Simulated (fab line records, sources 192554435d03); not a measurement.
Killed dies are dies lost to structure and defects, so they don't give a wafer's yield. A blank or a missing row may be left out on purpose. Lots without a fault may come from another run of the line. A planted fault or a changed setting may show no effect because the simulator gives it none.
Chamber matching | flow n5_finfet | N5_BEOL_M4_DESCUM_16 on rie_diel-06: 4 sister chambers
The step chemistry O2, time 7 s. 20 wafers are shown with their chamber, then 10 later ones without.

WAFERS WITH THEIR CHAMBER
wafer  | chamber | drypump_motor_current_A (A) | showerhead_plenum_p_Torr (Torr) | throttle_valve_pct (%)
L077.1 | 3       | 5.4                         | 2.25                            | 20.41
L077.2 | 2       | 6.3                         | 2.04                            | 20.39
L077.3 | 1       | 6.6                         | 2.18                            | 20.57
L077.4 | 0       | 5.7                         | 2.16                            | 20.52
L077.5 | 1       | 6.6                         | 2.18                            | 20.55
L077.6 | 0       | 5.7                         | 2.16                            | 20.50
L078.2 | 1       | 6.6                         | 2.18                            | 20.56
L078.4 | 0       | 5.8                         | 2.16                            | 20.53
L078.5 | 1       | 6.6                         | 2.18                            | 20.56
L084.2 | 3       | 5.4                         | 2.25                            | 20.44
L084.3 | 2       | 6.3                         | 2.04                            | 19.93
L084.5 | 2       | 6.3                         | 2.04                            | 19.92
L092.3 | 0       | 5.8                         | 2.15                            | 20.56
L092.4 | 1       | 6.6                         | 2.17                            | 20.62
L092.6 | 0       | 5.7                         | 2.15                            | 20.56
L094.1 | 1       | 6.6                         | 2.17                            | 20.62
L094.2 | 2       | 6.3                         | 2.03                            | 19.97
L094.3 | 3       | 5.4                         | 2.24                            | 20.47
L094.4 | 2       | 6.3                         | 2.03                            | 19.97
L094.5 | 1       | 6.6                         | 2.16                            | 20.62

SIGNATURES (means of the wafers above)
reading                  | chamber 0 | chamber 1 | chamber 2 | chamber 3 | scatter within a chamber
drypump_motor_current_A  | 5.740     | 6.600     | 6.300     | 5.400     | 0.0274
showerhead_plenum_p_Torr | 2.1560    | 2.1743    | 2.0360    | 2.2467    | 0.00651
throttle_valve_pct       | 20.5340   | 20.5857   | 20.0360   | 20.4400   | 0.103
Rule: a wafer's distance from a chamber is the root of the sum, over the readings, of the square of ((its reading less the chamber's mean) divided by the reading's scatter). The wafer belongs to the nearest chamber; if the next one is less than 2 further off, it can't be placed. The scatter: the root of (the sum of the squares of (reading less its chamber's mean) over the shown wafers, divided by (wafers less chambers)).

WAFERS WITHOUT THEIR CHAMBER
wafer  | drypump_motor_current_A (A) | showerhead_plenum_p_Torr (Torr) | throttle_valve_pct (%)
L094.6 | 5.4                         | 2.24                            | 20.47
L095.2 | 5.7                         | 2.15                            | 20.17
L095.4 | 5.4                         | 2.24                            | 20.46
L095.6 | 5.8                         | 2.15                            | 20.16
L097.1 | 5.7                         | 2.15                            | 20.17
L097.2 | 6.3                         | 2.03                            | 19.99
L097.3 | 6.6                         | 2.16                            | 20.62
L097.4 | 5.4                         | 2.24                            | 20.48
L097.5 | 6.3                         | 2.03                            | 19.97
L097.6 | 6.6                         | 2.16                            | 20.62

WHICH CHAMBER EACH WENT THROUGH
wafer  | from the rows above | in truth
L094.6 | 3                   | 3
L095.2 | 0                   | 0
L095.4 | 3                   | 3
L095.6 | 0                   | 0
L097.1 | 0                   | 0
L097.2 | 2                   | 2
L097.3 | 1                   | 1
L097.4 | 3                   | 3
L097.5 | 2                   | 2
L097.6 | 1                   | 1
Placed correctly: 10 of 10. Can't be placed from these rows: 0. Placed wrongly: 0.
